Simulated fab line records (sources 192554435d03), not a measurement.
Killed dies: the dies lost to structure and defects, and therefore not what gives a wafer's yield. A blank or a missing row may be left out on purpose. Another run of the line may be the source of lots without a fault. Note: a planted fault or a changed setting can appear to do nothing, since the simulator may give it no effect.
Which tool was responsible? | flow n5-finfet | Sampling: 10 lots, 30 wafers, 2 of 1938 route steps

WHAT THE GAUGES READ, wafer by wafer
N5_MIM_TOP_LITHO_CD_MEAS_08: target cd 2000 nm.
lot  | measured     | on        | cd-nm (nm)
L755 | day 13 13:27 | cd-sem-03 | 2000.6 1999.6 2000.7
L754 | day 13 19:14 | cd-sem-01 | 2002.3 2001.9 2002.2
L758 | day 14 00:17 | cd-sem-03 | 2005.0 2004.1 2003.4
L757 | day 14 01:54 | cd-sem-02 | 1999.8 2000.1 2000.4
L761 | day 14 18:55 | cd-sem-03 | 2000.5 1999.6 2001.4
L765 | day 16 06:31 | cd-sem-02 | 2002.8 2002.3 2002.0
L773 | day 17 22:21 | cd-sem-03 | 2001.4 2002.3 1998.5
L774 | day 18 19:46 | cd-sem-01 | 2000.6 2000.9 1999.4
L775 | day 19 00:11 | cd-sem-01 | 2001.6 2002.4 2000.5
L776 | day 19 03:08 | cd-sem-02 | 2003.1 2003.9 2001.6

TOOL THAT RAN EACH LOT (tool first, then ch and the chambers of the sampled wafers, then the start)
lot  | N5_MIM_TOP_ALD_01
L755 | ald-hk-01 ch 0,1, day 13 13:27 or earlier
L754 | ald-hk-03 ch 1,2,3, day 13 19:14 or earlier
L758 | ald-hk-03 ch 0,1,2, day 14 00:17 or earlier
L757 | ald-hk-02 ch 0,2, day 14 01:54 or earlier
L761 | ald-hk-02 ch 0,1,3, day 14 18:55 or earlier
L765 | ald-hk-01 ch 0,1,3, day 16 06:31 or earlier
L773 | ald-hk-01 ch 1,3, day 17 22:21 or earlier
L774 | ald-hk-02 ch 0,1,3, day 18 19:46 or earlier
L775 | ald-hk-03 ch 0,1,2, day 19 00:11 or earlier
L776 | ald-hk-02 ch 1,2, day 19 03:08 or earlier
- N5_MIM_TOP_ALD_01: deposits HfO2, target thk 5.6 nm, pulse time 1 s, purge time 3 s.

WHAT THE TOOLS THEMSELVES READ (means of the sampled wafers that have a number; where no wafer has one, the mark that the record gives instead)
N5_MIM_TOP_ALD_01.
lot  | tool      | precursor-pulse-height-rel
L755 | ald-hk-01 | 0.988
L754 | ald-hk-03 | 0.995
L758 | ald-hk-03 | 1.012
L757 | ald-hk-02 | 0.991
L761 | ald-hk-02 | 1.004
L765 | ald-hk-01 | 1.013
L773 | ald-hk-01 | 1.015
L774 | ald-hk-02 | 1.010
L775 | ald-hk-03 | 0.999
L776 | ald-hk-02 | 0.990

THE ANSWER, worked out from the rows above alone
Rule: what is usual is taken from the lots themselves. The widest of any qualifying gaps counts: lots, ordered by their means at a reading, are off when they make up no more than a third of the lots, leave a main group of 4 or more, and stand apart from it by 3 or more times the standard deviation of that group's means. Not used: any main group whose means are identical at the precision the tables above print for the reading. A lot without any number at a reading at which 4 lots or more have one is off too. The other lots that the step has rows for count as sound. First the gauges in route order, then the tools' own readings, where a lot's mean is used as printed above. At the first step where some lot is off, the reading lying furthest off is the one used; lots without a number count as furthest.
Nothing can be told from this: no lot is off at any reading shown.

WHAT THE SIMULATOR PUT IN
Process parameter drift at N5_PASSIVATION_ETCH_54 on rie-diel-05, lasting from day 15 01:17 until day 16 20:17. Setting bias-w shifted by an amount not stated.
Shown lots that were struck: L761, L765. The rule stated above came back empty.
